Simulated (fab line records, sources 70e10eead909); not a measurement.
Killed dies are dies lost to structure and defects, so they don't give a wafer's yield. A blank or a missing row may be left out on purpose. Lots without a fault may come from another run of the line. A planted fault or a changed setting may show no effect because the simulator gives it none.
A struck lot beside a sound one | flow nand_harc | 14 steps out of a route of 1302
Sound: wafers L911.2, L911.3, L911.6. Struck: wafer L906.5. (L906.2, L906.4 of the same lot were not struck and are left out.) The cause comes at the end.
At each step with rows: each side's tool, then ch and its chambers, then its first start. Under that, the readings that differ: sound wafers | struck wafers | difference of the means | sigmas: that difference in standard deviations of wafers without a fault.
alike: readings whose means differ by less than 2 such deviations, and words and numbers that are the same on both sides. not compared: withheld readings, readings that some wafer has no value for, bounds like >300 that may hide the same value, and numbers for which the record gives no deviation and whose values overlap.
The two part at a step that has a row with sigmas, a row that says differs or no value, or rows on one side only. Numbers that don't overlap but have no deviation are shown without sigmas and don't part them. A reading that every wafer of one side lacks parts them only if that side has two wafers or more.

NHARC_A_SOURCE_PLATE_THK_MEAS_09: measures by ellipsometry.
  sound on film_metro-02, day 14 01:26; struck on film_metro-02, day 11 18:37
  alike: thk_nm
then, 3 steps without rows for these wafers: NHARC_A_SOURCE_PLATE_PVD_04 (deposits WSi2, target thk 50 nm); NHARC_A_SOURCE_PLATE_CVD_03 (deposits poly-Si, target thk 200 nm, time 4000 s); NHARC_A_SOURCE_PLATE_ANNEAL_05 (time 1800 s).
NHARC_A_SOURCE_PLATE_THK_MEAS_06: measures by ellipsometry.
  sound on film_metro-02, day 14 13:58; struck on film_metro-02, day 12 07:38
  alike: thk_nm
NHARC_A_SOURCE_PLATE_INSPECT_08:
  sound on defect_inspect-01, day 14 14:04; struck on defect_inspect-01, day 12 07:44
  alike: raw_defect_count
then, 1 step without rows for these wafers: NHARC_A_ONON_D1_DEP_00 (target thk 1000 nm).
NHARC_A_ONON_D1_THK_MEAS_02: measures by ellipsometry.
  sound on film_metro-01, day 14 14:39; struck on film_metro-02, day 12 08:18
  alike: thk_nm
then, 1 step without rows for these wafers: NHARC_A_ONON_D1_DEP_03 (target thk 1000 nm).
NHARC_A_ONON_D1_THK_MEAS_05: measures by ellipsometry.
  sound on film_metro-02, day 14 15:13; struck on film_metro-01, day 12 08:52
  alike: thk_nm
NHARC_A_ONON_D1_DEP_06: target thk 1000 nm.
  sound on pecvd_onon-01 ch 0, day 14 15:20; struck on pecvd_onon-04 ch 0, day 12 08:59
NHARC_A_ONON_D1_THK_MEAS_08: measures by ellipsometry.
  sound on film_metro-01, day 14 15:47; struck on film_metro-01, day 12 09:28
  reading     | sound       | struck | difference | sigmas
  thk_nm (nm) | 983 983 982 | 1752   | +769       | +82
then, 1 step without rows for these wafers: NHARC_A_ONON_D1_DEP_09 (target thk 1000 nm).
-- the record jumps here: 17 days lie between the struck wafers' starts before and after (it left off in module A_ONON_D1 and takes up again in module END, whose first step shown is number 1302 of the route) --
NHARC_END_SORT_01:
  the record has rows for the struck wafers here (prober-02 ch 0, day 29 07:10) and none for the sound ones

WHERE THEY PART
First at NHARC_A_ONON_D1_THK_MEAS_08; last, within this record, at NHARC_END_SORT_01.

WHY: what the simulator had put in
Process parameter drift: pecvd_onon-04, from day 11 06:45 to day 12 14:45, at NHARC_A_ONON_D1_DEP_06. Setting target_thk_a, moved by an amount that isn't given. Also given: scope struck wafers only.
